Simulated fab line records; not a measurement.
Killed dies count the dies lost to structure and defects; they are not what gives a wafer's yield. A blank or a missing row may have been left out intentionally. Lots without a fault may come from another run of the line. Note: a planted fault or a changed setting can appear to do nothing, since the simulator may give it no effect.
fab line records	flow nand-harc
[record] lots = 12	wafers = 36	last-day = 33
route steps=1302 shown A_CONTACT@1082 END@1302
lots that met no fault: from a run of the same line without faults
start-h: hours from the record's opening day to when the first of the lot's shown wafers began	wait-h: hours elapsed since this lot's preceding step	" the same as in the row above	L1.1+2: several wafers, shown together as one row	- value missing, or start not given	* or withheld: withheld	< > ~ a bound
route shown NAME@n: NAME is a module with steps in the file, n the number in the route of the first one	usual: mean/standard deviation of fault-free wafers	same: alike in all rows	chamber/n: place in a boat	sites: per-site readings	_std_site: the standard deviation of these	_edge_site: the outer-site mean with the inner-site mean subtracted	radius-mm: how far each site lies from the wafer's centre	mask NAME#n: copy n	behind: the last tool/chamber to shape the wafer	hold: why the lot was held/for how many hours/how that ended	device: which transistor (n, p or np) failed to switch	end of line: tests run on the same wafers once the route is complete	step lacking rows: just its recipe	killed: dies that structure and defects cost at the first sort, which is not the same as the wafer's yield	map: the dies of a wafer, with x for killed, . for not killed, _ for no die there
set.NAME: the setting the step ran with; set.NAME@STEP: the setting that earlier step ran with	model.NAME: the simulator's own value behind a step, which no gauge read
a sample of lots followed through the steps of the route, with each step as a table and each wafer as a row
services: when a tool's chamber went out of use (start-h, in hours from the record's first day, below 0 if earlier), for how many hours, and the reason
[[steps]]
[step NHARC_A_CONTACT_ETCH_88]
[recipe] target-depth-a = 390	over-etch-frac = 0.3	time-s = 65	ion-energy-ev = 80	cf4-flow-sccm = 150	ar-flow-sccm = 0	rf-w = 300	bias-w = 100	chemistry = CF4
[usual] cf4-flow-sccm = 150.1/0.48	drypump-motor-current-A = 5.6/0.4	oes-product-au = 1.000/0.0098	rf-vpp-V = 151.1/1.4	showerhead-plenum-p-Torr = 1.75/0.085	throttle-valve-pct = 13.283/0.0093
lot.wafer	tool	chamber	start-h	wait-h	cf4-flow-sccm	drypump-motor-current-A	oes-product-au	rf-hours-counter-h	rf-vpp-V	showerhead-plenum-p-Torr	throttle-valve-pct
L949.1	rie-diel-11	1	520.08	0.1	150.2	6.1	1.010	8	150.2	1.66	13.277
L949.4	"	3	"	"	150.0	5.1	1.009	10	152.5	1.84	13.304
L949.5	"	1	"	"	150.6	6.1	0.998	-	149.6	1.66	13.283
L950.1	rie-diel-11	3	536.78	0.1	149.6	5.0	1.007	13	150.2	1.84	13.287
L950.3	"	0	"	"	150.5	5.4	1.018	12	152.3	1.87	13.285
L950.5	"	3	"	"	149.9	5.0	1.020	-	152.2	1.84	13.269
L951.1	rie-diel-05	2	552.71	0.2	149.9	5.9	1.014	53	152.6	1.79	13.273
L951.3	"	0	"	"	150.3	5.0	0.997	49	152.5	1.78	13.291
L951.6	"	3	"	"	150.1	5.2	1.002	-	153.7	1.88	13.293
L953.1	rie-diel-11	0	571.58	0.1	150.6	5.4	1.013	16	152.0	1.86	13.280
L953.3	"	2	"	"	150.6	5.8	1.003	18	150.6	1.67	13.293
L953.5	"	0	"	"	150.9	5.4	1.006	-	153.0	1.86	13.277
L954.4	rie-diel-11	2	597.49	0.1	150.8	5.8	0.991	23	151.2	1.67	13.276
L954.3	"	3	"	"	149.8	5.0	1.012	23	152.9	1.83	13.293
L954.5	"	1	"	"	150.1	6.1	0.993	-	151.4	1.65	13.278
L956.2	rie-diel-11	1	605.19	0.1	150.4	6.0	0.995	23	150.5	1.65	13.286
L956.6	"	0	"	"	150.6	5.4	0.997	-	153.6	1.86	13.259
L956.5	"	1	"	"	149.5	6.1	1.009	-	150.8	1.65	13.283
L958.4	rie-diel-11	1	621.16	0.1	151.1	6.1	1.011	0	150.5	1.65	13.297
L958.6	"	0	"	"	150.6	5.4	0.993	-	152.3	1.86	13.276
L958.5	"	1	"	"	150.5	6.1	1.011	-	148.4	1.65	13.279
L961.2	rie-diel-01	2	639.85	0.2	150.1	6.4	0.978	25	149.7	1.66	13.294
L961.3	"	0	"	"	149.6	6.0	1.016	25	150.6	1.66	13.280
L961.1	"	1	"	"	150.2	5.2	0.982	23	150.3	1.71	13.297
L963.4	rie-diel-01	1	654.75	0.1	150.3	5.2	0.997	28	151.2	1.71	13.289
L963.2	"	2	"	"	150.8	6.4	0.999	30	150.3	1.66	13.282
L963.5	"	0	"	"	149.8	6.0	1.019	-	149.9	1.66	13.288
L964.1	rie-diel-11	1	661.49	0.1	150.1	6.0	0.994	8	148.9	1.65	13.273
L964.5	"	1	"	"	150.2	6.1	0.988	-	149.5	1.65	13.280
L964.6	"	2	"	"	150.0	5.8	0.997	-	149.3	1.67	13.292
L962.3	rie-diel-05	1	665.31	0.1	149.5	5.8	0.994	22	153.2	1.85	13.277
L962.2	"	2	"	"	149.9	5.9	1.020	24	151.9	1.78	13.291
L962.1	"	3	"	"	150.8	5.2	0.998	26	152.3	1.87	13.286
L971.1	rie-diel-11	1	737.17	0.1	149.3	6.1	1.010	19	148.9	1.65	13.267
L971.3	"	2	"	"	149.9	5.8	1.008	22	148.5	1.67	13.294
L971.2	"	3	"	"	149.4	5.1	0.998	22	151.9	1.83	13.281
[step NHARC_A_CONTACT_ETCH_134]
[recipe] source-w = withheld	pressure-mtorr = 20	bias-v = withheld	time-s = 140	target-depth-a = 7000	ar-flow-sccm = withheld	c4f8-flow-sccm = withheld	o2-flow-sccm = withheld	chemistry = C4F8/O2/Ar
lot.wafer	tool	chamber	start-h	wait-h	rf-hours-counter-h
L949.1	har-cap-etch-01	0	521.12	-	2
L949.4	"	1	"	"	-
L949.5	"	1	"	"	-
L950.1	har-cap-etch-02	0	537.82	-	92
L950.3	"	1	"	"	-
L950.5	"	1	"	"	-
L951.1	har-cap-etch-02	1	553.76	-	93
L951.3	"	1	"	"	-
L951.6	"	0	"	"	-
L953.1	har-cap-etch-02	0	572.65	-	95
L953.3	"	0	"	"	-
L953.5	"	0	"	"	-
L954.3	har-cap-etch-03	1	598.65	-	-
L954.4	"	0	"	"	-
L954.5	"	1	"	"	-
L956.2	har-cap-etch-01	0	606.45	-	17
L956.5	"	1	"	"	-
L956.6	"	0	"	"	-
L958.4	har-cap-etch-02	0	622.29	-	-
L958.5	"	1	"	"	-
L958.6	"	0	"	"	-
L961.2	har-cap-etch-03	0	642.31	-	68
L961.1	"	1	"	"	68
L961.3	"	0	"	"	-
L963.2	har-cap-etch-03	1	655.83	-	72
L963.4	"	0	"	"	-
L963.5	"	1	"	"	-
L964.1	har-cap-etch-03	0	662.56	-	73
L964.5	"	1	"	"	-
L964.6	"	0	"	"	-
L962.2	har-cap-etch-01	1	666.35	-	31
L962.1	"	0	"	"	31
L962.3	"	0	"	"	-
L971.1	har-cap-etch-03	1	738.35	-	85
L971.2	"	0	"	"	85
L971.3	"	0	"	"	-
[step NHARC_A_CONTACT_ETCH_98]
[recipe] target-depth-a = 200	over-etch-frac = 0.5	time-s = 10	ion-energy-ev = 250	c4f6-flow-sccm = 25	o2-flow-sccm = 20	ar-flow-sccm = 500	rf-w = 600	bias-w = 500	chemistry = C4F6/O2
[usual] drypump-motor-current-A = 5.6/0.4	oes-product-au = 0.957/0.019	rf-vpp-V = 546/3.8	showerhead-plenum-p-Torr = 3.89/0.19	throttle-valve-pct = 26.905/0.0083
lot.wafer	tool	chamber	start-h	wait-h	drypump-motor-current-A	oes-product-au	rf-hours-counter-h	rf-vpp-V	showerhead-plenum-p-Torr	throttle-valve-pct
L949.1	rie-diel-11	0	-	-	5.4	0.960	10	550	4.14	26.913
L949.4	"	3	"	"	5.1	0.976	11	550	4.07	26.898
L949.5	"	0	"	"	5.4	0.954	-	551	4.14	26.900
L950.1	rie-diel-05	1	-	-	5.8	0.951	52	550	4.12	26.914
L950.3	"	0	"	"	5.0	0.962	46	547	3.95	26.910
L950.5	"	2	"	"	5.9	0.967	-	548	3.97	26.897
L951.3	rie-diel-01	0	-	-	6.0	0.952	55	541	3.70	26.917
L951.1	"	1	"	"	5.3	0.931	63	544	3.82	26.898
L951.6	"	3	"	"	5.8	0.940	-	548	3.94	26.899
L953.3	rie-diel-11	3	-	-	5.1	0.954	18	549	4.07	26.902
L953.1	"	1	"	"	6.1	0.933	17	541	3.68	26.909
L953.5	"	2	"	"	5.9	0.944	-	543	3.72	26.912
L954.4	rie-diel-05	1	-	-	5.8	0.993	2	552	4.11	26.899
L954.3	"	3	"	"	5.2	0.986	2	550	4.15	26.914
L954.5	"	0	"	"	5.0	0.984	-	547	3.94	26.920
L956.2	rie-diel-11	3	-	-	5.1	0.961	25	550	4.07	26.901
L956.6	"	1	"	"	6.0	0.955	-	541	3.67	26.903
L956.5	"	2	"	"	5.8	0.942	-	543	3.71	26.897
L958.4	rie-diel-11	1	-	-	6.1	0.964	1	542	3.67	26.894
L958.5	"	1	"	"	6.0	0.971	-	543	3.67	26.903
L958.6	"	2	"	"	5.9	0.964	-	540	3.71	26.906
L961.2	rie-diel-01	3	-	-	5.8	0.964	29	548	3.92	26.916
L961.1	"	0	"	"	6.0	0.968	27	544	3.69	26.901
L961.3	"	1	"	"	5.3	0.951	26	545	3.80	26.910
L963.2	rie-diel-11	0	-	-	5.4	0.935	7	549	4.12	26.889
L963.4	"	1	"	"	6.1	0.959	8	542	3.67	26.910
L963.5	"	0	"	"	5.4	0.935	-	552	4.12	26.905
L964.1	rie-diel-01	0	-	-	6.0	0.972	34	542	3.68	26.901
L964.6	"	2	"	"	6.4	0.943	-	543	3.68	26.892
L964.5	"	3	"	"	5.8	0.958	-	546	3.92	26.912
L962.1	rie-diel-05	1	-	-	5.8	0.951	23	549	4.10	26.901
L962.2	"	2	"	"	5.9	0.948	25	546	3.94	26.894
L962.3	"	3	"	"	5.2	0.935	26	551	4.14	26.898
L971.2	rie-diel-11	3	-	-	5.1	0.946	23	550	4.05	26.908
L971.3	"	1	"	"	6.1	0.953	20	542	3.66	26.907
L971.1	"	2	"	"	5.9	0.969	22	542	3.70	26.900
[step NHARC_A_CONTACT_ALD_18]
[recipe] target-thk-a = 30	pulse-time-s = 1	ald-cycles = 150	temp-c = 450	material = TiN
[usual] ald-cycles = 150/0	heater-power-w = 1122/84	precursor-pulse-height-rel = 1.001/0.019
lot.wafer	tool	chamber	start-h	wait-h	ald-cycles	heater-power-w	precursor-pulse-height-rel
L949.1	ald-metal-03	2	524.21	-	150	1031	0.978
L949.4	"	3	"	"	150	1005	0.988
L949.5	"	3	"	"	150	1010	1.018
L950.1	ald-metal-01	3	540.91	-	150	1164	1.031
L950.3	"	1	"	"	150	1056	0.979
L950.5	"	3	"	"	150	1139	0.994
L951.3	ald-metal-04	1	556.86	-	150	1015	1.022
L951.1	"	2	"	"	150	1146	1.028
L951.6	"	1	"	"	150	997	1.034
L953.3	ald-metal-04	2	575.61	-	150	1102	0.993
L953.1	"	1	"	"	150	1040	0.984
L953.5	"	2	"	"	150	1137	0.971
L954.4	ald-metal-04	0	601.60	-	150	1116	0.979
L954.3	"	1	"	"	150	1025	0.982
L954.5	"	0	"	"	150	1146	0.993
L956.2	ald-metal-04	1	609.47	-	150	1037	0.971
L956.5	"	2	"	"	150	1110	1.015
L956.6	"	3	"	"	150	1168	1.015
L958.4	ald-metal-04	3	625.20	-	150	1169	1.014
L958.5	"	3	"	"	150	1160	0.999
L958.6	"	0	"	"	150	1126	0.999
L961.1	ald-metal-04	2	645.45	-	131	1112	1.002
L961.3	"	3	"	"	131	1160	1.027
L961.2	"	1	"	"	131	1034	1.032
L963.2	ald-metal-01	3	659.37	-	150	1176	1.023
L963.4	"	0	"	"	150	1347	0.993
L963.5	"	2	"	"	150	1178	1.013
L964.1	ald-metal-03	3	665.61	-	150	1082	1.013
L964.6	"	1	"	"	150	1141	0.979
L964.5	"	2	"	"	150	1024	1.010
L962.2	ald-metal-04	2	669.73	-	131	1219	0.987
L962.3	"	0	"	"	131	1123	1.053
L962.1	"	1	"	"	131	955	1.013
L971.1	ald-metal-04	2	741.35	-	150	1216	1.017
L971.2	"	3	"	"	150	1160	1.013
L971.3	"	1	"	"	150	945	0.985
[step NHARC_END_SORT_01]
[recipe] temp-c = 25
[usual] killed-at-array = 57/18	killed-at-other = 0.9/1.3	killed-at-periphery = 3.5/2.2	killed-dies = 62/18	killed-open = 3.0/1.7	killed-short = 2.3/1.5
[same] gross-dies = 677
lot.wafer	tool	chamber	start-h	wait-h	killed-at-array	killed-at-other	killed-at-periphery	killed-dies	killed-open	killed-short
L949.1	prober-02	0	569.90	2.5	50	1	11	62	6	1
L949.4	prober-02	0	572.33	3.4	42	0	5	47	4	5
L949.5	prober-02	0	573.14	3.7	40	0	8	48	2	4
L950.1	prober-02	0	591.22	2.5	74	0	3	77	5	5
L950.3	prober-02	0	592.81	3.1	71	1	3	75	1	3
L950.5	prober-02	0	594.40	3.7	61	1	2	64	3	2
L951.1	prober-02	0	601.76	2.5	62	3	0	65	2	2
L951.3	prober-02	0	603.36	3.1	50	2	3	55	2	2
L951.6	prober-02	0	605.75	4.0	50	1	3	54	3	1
L953.1	prober-01	0	622.23	2.5	48	1	5	54	3	2
L953.3	prober-01	0	623.84	3.1	49	1	3	53	5	0
L953.5	prober-01	0	625.45	3.7	63	1	3	67	5	1
L954.3	prober-02	0	645.40	3.1	84	2	1	87	3	1
L954.4	prober-02	0	646.20	3.4	82	1	1	84	4	4
L954.5	prober-02	0	647.01	3.7	81	0	3	84	3	3
L956.2	prober-02	0	655.69	2.8	35	0	3	38	4	4
L956.5	prober-02	0	658.08	3.7	28	3	2	33	3	3
L956.6	prober-02	0	658.88	4.0	34	0	2	36	8	1
L958.4	prober-01	0	672.34	3.4	20	0	3	23	1	1
L958.5	prober-01	0	673.14	3.7	16	1	2	19	3	0
L958.6	prober-01	0	673.94	4.0	21	0	1	22	1	2
L961.1	prober-01	0	692.56	2.5	42	1	4	47	3	1
L961.2	prober-01	0	693.36	2.8	48	1	5	54	5	2
L961.3	prober-01	0	694.16	3.1	40	0	3	43	3	1
L963.2	prober-02	0	707.28	2.8	64	1	6	71	5	4
L963.4	prober-02	0	708.91	3.4	82	0	3	85	5	3
L963.5	prober-02	0	709.72	3.8	55	2	7	64	4	3
L964.1	prober-01	0	714.15	2.5	46	1	4	51	3	0
L964.5	prober-01	0	717.36	3.7	50	0	6	56	6	1
L964.6	prober-01	0	718.16	4.0	59	1	6	66	4	5
L962.1	prober-02	0	715.17	2.5	44	0	3	47	1	1
L962.2	prober-02	0	715.97	2.8	42	1	3	46	0	2
L962.3	prober-02	0	716.78	3.1	44	2	2	48	5	2
L971.1	prober-02	0	786.89	2.5	34	0	3	37	4	3
L971.2	prober-02	0	787.67	2.8	34	0	1	35	1	2
L971.3	prober-02	0	788.46	3.1	48	0	4	52	2	3
// killed by level:class
L949.1 A_SLIT:chamber-film-flake=24 A_CONTACT:chamber-film-flake=6 A_CHANNEL_HOLE_D2:chamber-film-flake=5 P_ZERO_WELL:chamber-film-flake=3 A_DECK1_JOINT:chamber-film-flake=3 A_CHANNEL_FILL_D2:chamber-film-flake=3 P_STI:chamber-film-flake=2 A_CHANNEL_HOLE_D1:chamber-film-flake=2
L949.4 A_SLIT:chamber-film-flake=22 A_CHANNEL_HOLE_D2:chamber-film-flake=6 A_BLC:geometric-particle:open=2 P_M2:chamber-film-flake=2 A_CONTACT:chamber-film-flake=2 P_GATE:geometric-particle:short=1 A_DECK1_JOINT:geometric-particle:short=1 A_ONON_D2:geometric-particle:short=1
L949.5 A_SLIT:chamber-film-flake=23 P_M2:chamber-film-flake=4 A_DECK1_JOINT:chamber-film-flake=4 P_ZERO_WELL:chamber-film-flake=3 A_CHANNEL_HOLE_D2:chamber-film-flake=3 A_SGD_CUT:chamber-film-flake=2 P_CONTACT:geometric-particle:open=1 A_CHANNEL_HOLE_D1:geometric-particle:short=1
L950.1 A_CHANNEL_HOLE_D1:chamber-film-flake=30 A_SLIT:chamber-film-flake=20 A_CHANNEL_HOLE_D2:chamber-film-flake=5 A_BONDPAD:chamber-film-flake=4 A_CHANNEL_FILL_D2:chamber-film-flake=2 A_STAIRCASE:chamber-film-flake=2 A_CONTACT:chamber-film-flake=2 P_GATE:geometric-particle:open=1
L950.3 A_CHANNEL_HOLE_D1:chamber-film-flake=32 A_SLIT:chamber-film-flake=20 A_CHANNEL_HOLE_D2:chamber-film-flake=5 A_CONTACT:chamber-film-flake=4 A_CHANNEL_FILL_D2:chamber-film-flake=3 A_STAIRCASE:chamber-film-flake=3 P_M0:geometric-particle:open=1 P_M0:geometric-particle:short=1
L950.5 A_CHANNEL_HOLE_D1:chamber-film-flake=22 A_SLIT:chamber-film-flake=18 A_CHANNEL_HOLE_D2:chamber-film-flake=8 A_CONTACT:chamber-film-flake=5 A_STAIRCASE:chamber-film-flake=4 P_GATE:geometric-particle:open=1 A_SOURCE_PLATE:geometric-particle:open=1 A_ONON_D1:geometric-particle:short=1
L951.1 A_CHANNEL_HOLE_D2:chamber-film-flake=38 A_CHANNEL_HOLE_D1:chamber-film-flake=4 A_CONTACT:chamber-film-flake=4 A_CHANNEL_FILL_D1:chamber-film-flake=3 A_DECK1_JOINT:chamber-film-flake=3 THIN_TSV:chamber-film-flake=3 A_STAIRCASE:chamber-film-flake=2 A_SGD_CUT:chamber-film-flake=2
L951.3 A_CHANNEL_HOLE_D2:chamber-film-flake=34 A_CHANNEL_HOLE_D1:chamber-film-flake=4 P_GATE:chamber-film-flake=3 A_SLIT:chamber-film-flake=3 A_STAIRCASE:chamber-film-flake=2 THIN_TSV:chamber-film-flake=2 A_DECK1_JOINT:geometric-particle:open=1 A_ONON_D2:geometric-particle:open=1
L951.6 A_CHANNEL_HOLE_D2:chamber-film-flake=35 A_CONTACT:chamber-film-flake=5 A_SLIT:chamber-film-flake=4 P_M2:geometric-particle:open=2 A_CHANNEL_HOLE_D1:chamber-film-flake=2 A_CHANNEL_FILL_D1:chamber-film-flake=2 P_M0:geometric-particle:open=1 A_ONON_D1:geometric-particle:short=1
L953.1 A_CHANNEL_HOLE_D1:chamber-film-flake=24 A_CHANNEL_HOLE_D2:chamber-film-flake=9 A_STAIRCASE:chamber-film-flake=4 A_CONTACT:chamber-film-flake=3 A_WL_FILL:chamber-film-flake=3 A_CHANNEL_HOLE_D1:geometric-particle:short=2 P_GATE:chamber-film-flake=2 P_GATE:geometric-particle:open=1
L953.3 A_CHANNEL_HOLE_D1:chamber-film-flake=31 A_CHANNEL_HOLE_D2:chamber-film-flake=7 A_CONTACT:chamber-film-flake=3 A_CHANNEL_FILL_D1:geometric-particle:open=2 A_WL_FILL:chamber-film-flake=2 P_M1:geometric-particle:open=1 P_M2:geometric-particle:open=1 A_BLC:geometric-particle:open=1
L953.5 A_CHANNEL_HOLE_D1:chamber-film-flake=38 A_CHANNEL_HOLE_D2:chamber-film-flake=13 A_CONTACT:chamber-film-flake=5 P_CONTACT:geometric-particle:open=2 A_CHANNEL_HOLE_D1:geometric-particle:open=1 A_CHANNEL_FILL_D2:geometric-particle:open=1 A_CHANNEL_FILL_D2:geometric-particle:short=1 A_M0:geometric-particle:open=1
L954.3 A_CHANNEL_HOLE_D2:chamber-film-flake=33 A_SLIT:chamber-film-flake=32 A_STAIRCASE:chamber-film-flake=4 A_CHANNEL_HOLE_D1:chamber-film-flake=3 A_CONTACT:chamber-film-flake=3 A_WL_FILL:chamber-film-flake=3 THIN_TSV:chamber-film-flake=2 P_CONTACT:geometric-particle:open=1
L954.4 A_CHANNEL_HOLE_D2:chamber-film-flake=34 A_SLIT:chamber-film-flake=28 A_ZERO_WELL:chamber-film-flake=3 A_STAIRCASE:chamber-film-flake=3 A_DECK1_JOINT:geometric-particle:short=2 A_DECK1_JOINT:geometric-particle:open=2 A_WL_FILL:geometric-particle:short=2 A_CHANNEL_HOLE_D1:chamber-film-flake=2
L954.5 A_CHANNEL_HOLE_D2:chamber-film-flake=37 A_SLIT:chamber-film-flake=34 A_CONTACT:chamber-film-flake=3 P_GATE:geometric-particle:open=1 P_M0:geometric-particle:open=1 P_M0:geometric-particle:short=1 A_DECK1_JOINT:geometric-particle:short=1 A_CHANNEL_FILL_D2:geometric-particle:open=1
L956.2 A_CHANNEL_HOLE_D2:chamber-film-flake=16 A_CHANNEL_HOLE_D1:chamber-film-flake=4 A_BONDPAD:chamber-film-flake=3 A_WL_FILL:chamber-film-flake=2 P_CONTACT:geometric-particle:open=1 A_ONON_D1:geometric-particle:short=1 A_CHANNEL_FILL_D1:geometric-particle:open=1 A_DECK1_JOINT:geometric-particle:open=1
L956.5 A_CHANNEL_HOLE_D2:chamber-film-flake=10 A_CHANNEL_HOLE_D1:chamber-film-flake=6 A_WL_FILL:chamber-film-flake=3 A_SLIT:chamber-film-flake=2 A_CONTACT:chamber-film-flake=2 P_M0:geometric-particle:open=1 A_DECK1_JOINT:geometric-particle:open=1 A_ONON_D2:geometric-particle:open=1
L956.6 A_CHANNEL_HOLE_D1:chamber-film-flake=8 A_CHANNEL_HOLE_D2:chamber-film-flake=8 A_BONDPAD:chamber-film-flake=4 A_M1:geometric-particle:open=2 A_STAIRCASE:chamber-film-flake=2 P_M0:geometric-particle:open=1 A_ONON_D2:geometric-particle:open=1 A_CHANNEL_HOLE_D2:geometric-particle:open=1
L958.4 A_CONTACT:chamber-film-flake=8 P_ZERO_WELL:chamber-film-flake=2 A_CHANNEL_HOLE_D1:chamber-film-flake=2 A_STAIRCASE:chamber-film-flake=2 A_SLIT:chamber-film-flake=2 A_WL_FILL:chamber-film-flake=2 P_M0:geometric-particle:open=1 A_M0:geometric-particle:short=1
L958.5 A_CHANNEL_HOLE_D1:chamber-film-flake=6 A_CONTACT:chamber-film-flake=4 A_CHANNEL_FILL_D1:geometric-particle:open=1 A_CONTACT:geometric-particle:open=1 STARTING-WAFER:geometric-particle:open=1 P_ZERO_WELL:chamber-film-flake=1 P_STI:chamber-film-flake=1 A_CHANNEL_HOLE_D2:chamber-film-flake=1
L958.6 A_CONTACT:chamber-film-flake=8 A_CHANNEL_HOLE_D1:chamber-film-flake=7 A_CHANNEL_FILL_D1:geometric-particle:short=1 A_DECK1_JOINT:geometric-particle:short=1 A_SGD_CUT:geometric-particle:open=1 A_WL_FILL:chamber-film-flake=1 P_ZERO_WELL:chamber-film-flake=1 A_CHANNEL_FILL_D2:chamber-film-flake=1
L961.1 A_SLIT:chamber-film-flake=29 A_CHANNEL_HOLE_D1:chamber-film-flake=8 P_ZERO_WELL:chamber-film-flake=3 P_CONTACT:geometric-particle:open=1 A_ONON_D2:geometric-particle:open=1 A_BLC:geometric-particle:open=1 A_M1:geometric-particle:short=1 A_DECK1_JOINT:chamber-film-flake=1
L961.2 A_SLIT:chamber-film-flake=32 A_CHANNEL_HOLE_D1:chamber-film-flake=5 P_STI:chamber-film-flake=3 A_SGD_CUT:geometric-particle:open=2 A_M0:geometric-particle:open=2 P_ZERO_WELL:chamber-film-flake=2 A_CHANNEL_HOLE_D1:geometric-particle:open=1 A_CHANNEL_FILL_D1:geometric-particle:short=1
L961.3 A_SLIT:chamber-film-flake=19 A_CHANNEL_HOLE_D1:chamber-film-flake=9 A_CONTACT:chamber-film-flake=5 A_STAIRCASE:chamber-film-flake=3 P_STI:chamber-film-flake=2 P_M2:geometric-particle:open=1 A_ONON_D1:geometric-particle:open=1 A_STAIRCASE:geometric-particle:open=1
L963.2 A_SLIT:chamber-film-flake=21 A_CHANNEL_HOLE_D2:chamber-film-flake=14 A_CHANNEL_HOLE_D1:chamber-film-flake=8 A_STAIRCASE:chamber-film-flake=5 P_GATE:chamber-film-flake=3 A_BLC:chamber-film-flake=3 P_M0:geometric-particle:open=2 A_DECK1_JOINT:chamber-film-flake=2
L963.4 A_SLIT:chamber-film-flake=33 A_CHANNEL_HOLE_D2:chamber-film-flake=20 A_CHANNEL_HOLE_D1:chamber-film-flake=7 A_SGD_CUT:chamber-film-flake=4 A_CHANNEL_FILL_D2:chamber-film-flake=3 A_STAIRCASE:chamber-film-flake=3 A_BLC:chamber-film-flake=3 A_M0:geometric-particle:open=2
L963.5 A_SLIT:chamber-film-flake=28 A_CHANNEL_HOLE_D2:chamber-film-flake=7 A_STAIRCASE:chamber-film-flake=5 A_CHANNEL_HOLE_D1:chamber-film-flake=3 A_CONTACT:chamber-film-flake=3 A_CHANNEL_FILL_D2:geometric-particle:short=2 P_GATE:chamber-film-flake=2 P_M0:chamber-film-flake=2
L964.1 A_CHANNEL_HOLE_D2:chamber-film-flake=22 A_SLIT:chamber-film-flake=15 A_STAIRCASE:chamber-film-flake=3 A_CONTACT:chamber-film-flake=3 P_GATE:chamber-film-flake=2 P_CONTACT:geometric-particle:open=1 A_SOURCE_PLATE:geometric-particle:open=1 A_SGD_CUT:geometric-particle:open=1
L962.1 A_CHANNEL_HOLE_D1:chamber-film-flake=34 A_SGD_CUT:chamber-film-flake=4 P_GATE:chamber-film-flake=2 A_DECK1_JOINT:chamber-film-flake=2 A_SGD_CUT:geometric-particle:open=1 A_M0:geometric-particle:short=1 P_ZERO_WELL:chamber-film-flake=1 A_ZERO_WELL:chamber-film-flake=1
L962.2 A_CHANNEL_HOLE_D1:chamber-film-flake=28 A_SGD_CUT:chamber-film-flake=5 A_DECK1_JOINT:chamber-film-flake=3 A_SLIT:chamber-film-flake=2 A_SOURCE_PLATE:geometric-particle:short=1 A_M1:geometric-particle:short=1 P_ZERO_WELL:chamber-film-flake=1 P_GATE:chamber-film-flake=1
L962.3 A_CHANNEL_HOLE_D1:chamber-film-flake=29 A_DECK1_JOINT:chamber-film-flake=3 A_SGD_CUT:chamber-film-flake=3 A_SLIT:chamber-film-flake=2 THIN_TSV:chamber-film-flake=2 P_CONTACT:geometric-particle:open=1 P_M1:geometric-particle:short=1 A_CHANNEL_FILL_D1:geometric-particle:open=1
L964.5 A_SLIT:chamber-film-flake=22 A_CHANNEL_HOLE_D2:chamber-film-flake=11 A_CHANNEL_HOLE_D1:chamber-film-flake=5 A_CONTACT:chamber-film-flake=5 P_GATE:chamber-film-flake=3 P_CONTACT:geometric-particle:open=2 A_ONON_D1:geometric-particle:open=1 A_CHANNEL_FILL_D1:geometric-particle:short=1
L964.6 A_SLIT:chamber-film-flake=24 A_CHANNEL_HOLE_D2:chamber-film-flake=18 A_CONTACT:chamber-film-flake=5 A_CHANNEL_HOLE_D1:chamber-film-flake=4 P_GATE:chamber-film-flake=3 P_GATE:geometric-particle:open=1 P_M0:geometric-particle:open=1 A_ONON_D1:geometric-particle:short=1
L971.1 A_CHANNEL_HOLE_D1:chamber-film-flake=11 A_SLIT:chamber-film-flake=7 A_ZERO_WELL:chamber-film-flake=4 A_CHANNEL_FILL_D1:chamber-film-flake=2 A_CONTACT:chamber-film-flake=2 P_GATE:geometric-particle:open=1 P_M1:geometric-particle:open=1 A_SOURCE_PLATE:geometric-particle:open=1
L971.2 A_CHANNEL_HOLE_D1:chamber-film-flake=11 A_SLIT:chamber-film-flake=11 A_CONTACT:chamber-film-flake=4 A_ZERO_WELL:chamber-film-flake=2 A_SOURCE_PLATE:geometric-particle:short=1 A_CHANNEL_HOLE_D1:geometric-particle:short=1 A_CHANNEL_HOLE_D2:geometric-particle:open=1 P_BONDPAD:chamber-film-flake=1
L971.3 A_CHANNEL_HOLE_D1:chamber-film-flake=15 A_SLIT:chamber-film-flake=10 A_CONTACT:chamber-film-flake=7 A_STAIRCASE:chamber-film-flake=4 P_BONDPAD:chamber-film-flake=2 A_ZERO_WELL:chamber-film-flake=2 A_CHANNEL_FILL_D1:chamber-film-flake=2 A_CHANNEL_HOLE_D2:chamber-film-flake=2
[[services]]
tool	chamber	start-h	hours	kind
har-cap-etch-01	-	497.00	17.0	pm
rie-diel-11	0	515.19	-	clean
rie-diel-11	1	515.19	-	clean
ald-metal-01	-	526.00	10.0	pm
ald-metal-04	-	542.86	2.0	repair
rie-diel-11	-	547.39	0.5	repair
rie-diel-11	3	550.39	8.1	repair
rie-diel-01	-	558.24	9.0	pm
ald-metal-03	-	568.00	10.0	pm
rie-diel-05	-	583.85	9.0	pm
ald-metal-01	2	594.13	10.5	repair
rie-diel-11	-	609.69	9.0	pm
rie-diel-11	-	619.94	0.7	repair
ald-metal-03	-	629.36	1.0	repair
ald-metal-04	-	652.02	10.0	pm
rie-diel-05	2	682.78	3.6	repair
rie-diel-01	3	688.07	2.9	repair
rie-diel-01	2	690.59	2.4	repair
ald-metal-01	-	704.00	10.0	pm
rie-diel-11	-	708.43	0.9	repair
rie-diel-01	-	716.62	0.8	repair
rie-diel-01	1	728.06	8.6	repair
rie-diel-01	-	735.24	9.0	pm
ald-metal-04	0	737.57	4.8	repair
[[key]]
[first-sign] step = NHARC_A_CONTACT_ALD_18	reading = ald-cycles	direction = down	sigmas = 99+	usual = 150	struck = 131
effect none on later readings
met-at NHARC_A_CONTACT_ALD_18
struck-lots L961,L962
tester-left-out L961,L962
not-acting-at NHARC_A_CONTACT_ETCH_88,NHARC_A_CONTACT_ETCH_134,NHARC_A_CONTACT_ETCH_98
onset-between 625.20 645.45
[fault] kind = process-parameter-drift	tool = ald-metal-04	chamber = -	onset-h = 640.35	steps = NHARC_A_CONTACT_ALD_18	channel = ald-cycles	offset = -19	shape = step	end-h = 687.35	acts-in = these-recipes-only	stated = 150
// tester-left-out: of these lots the tester's yield and bins aren't shown, on N5 and GAA mostly nor the transistor test; their killed dies are dies lost to structure and defects alone, not to doping, threshold or leakage, so they don't give the yield
